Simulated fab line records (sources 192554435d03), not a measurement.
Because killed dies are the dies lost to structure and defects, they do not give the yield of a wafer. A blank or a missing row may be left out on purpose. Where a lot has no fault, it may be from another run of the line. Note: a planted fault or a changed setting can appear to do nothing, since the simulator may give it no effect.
Matching of chambers | flow n5 finfet | N5_BEOL_M8_CURE_75 on uv cure-01 has 3 sister chambers
The step cures SiCOH lowk, time 120 s. 16 wafers are shown with their chamber, then 8 later ones without.

WAFERS, EACH WITH ITS CHAMBER
wafer  | chamber | wafer_temp_C_max | lamp power pct (%)
L076.2 | 1       | 372.1            | 52.40
L076.3 | 1       | 372.3            | 52.31
L076.6 | 1       | 371.8            | 52.35
L077.1 | 0       | 371.2            | 52.28
L077.3 | 0       | 370.7            | 52.25
L077.6 | 0       | 370.9            | 52.42
L078.1 | 0       | 370.9            | 52.31
L078.5 | 0       | 370.4            | 52.30
L078.6 | 0       | 371.0            | 52.30
L080.2 | 2       | 372.2            | 52.38
L080.4 | 2       | 371.7            | 52.25
L080.6 | 2       | 371.9            | 52.35
L081.2 | 2       | 371.7            | 52.41
L081.3 | 2       | 372.0            | 52.37
L081.4 | 2       | 371.7            | 52.37
L088.1 | 1       | 371.5            | 52.33

SIGNATURES (averages over the wafers above)
reading          | chamber 0 | chamber 1 | chamber 2 | scatter within a chamber
wafer_temp_C_max | 370.850   | 371.925   | 371.867   | 0.271
lamp power pct   | 52.3100   | 52.3475   | 52.3550   | 0.0529
Rule: distance of a wafer from a chamber = root of the sum over the readings of ((wafer's reading minus chamber's mean) / reading's scatter) squared. If the next closest chamber is less than 2 further off than the closest, the wafer can't be placed; otherwise it belongs to the closest. How the scatter is found: for the shown wafers, subtract from each reading the mean of its chamber, square and add these, divide the total by (wafers less chambers), then take the root.

WAFERS WHOSE CHAMBER IS MISSING
wafer  | wafer_temp_C_max | lamp power pct (%)
L088.4 | 371.7            | 52.30
L088.5 | 372.1            | 52.28
L093.3 | 370.9            | 52.18
L093.5 | 370.7            | 52.30
L093.6 | 371.3            | 52.34
L096.1 | 373.3            | 52.22
L096.5 | 372.7            | 52.38
L096.6 | 372.1            | 52.38

CHAMBER TAKEN BY EACH
wafer  | from the rows above          | in truth
L088.4 | can't be placed: 2 or 1 or 0 | 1
L088.5 | can't be placed: 1 or 2      | 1
L093.3 | 0                            | 0
L093.5 | 0                            | 0
L093.6 | can't be placed: 0 or 2 or 1 | 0
L096.1 | can't be placed: 1 or 2      | 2
L096.5 | can't be placed: 1 or 2      | 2
L096.6 | can't be placed: 1 or 2      | 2
2 of 8 placed correctly. From these rows, 6 cannot be placed; in 6 the true chamber is one of the candidates. Placed wrongly: 0.
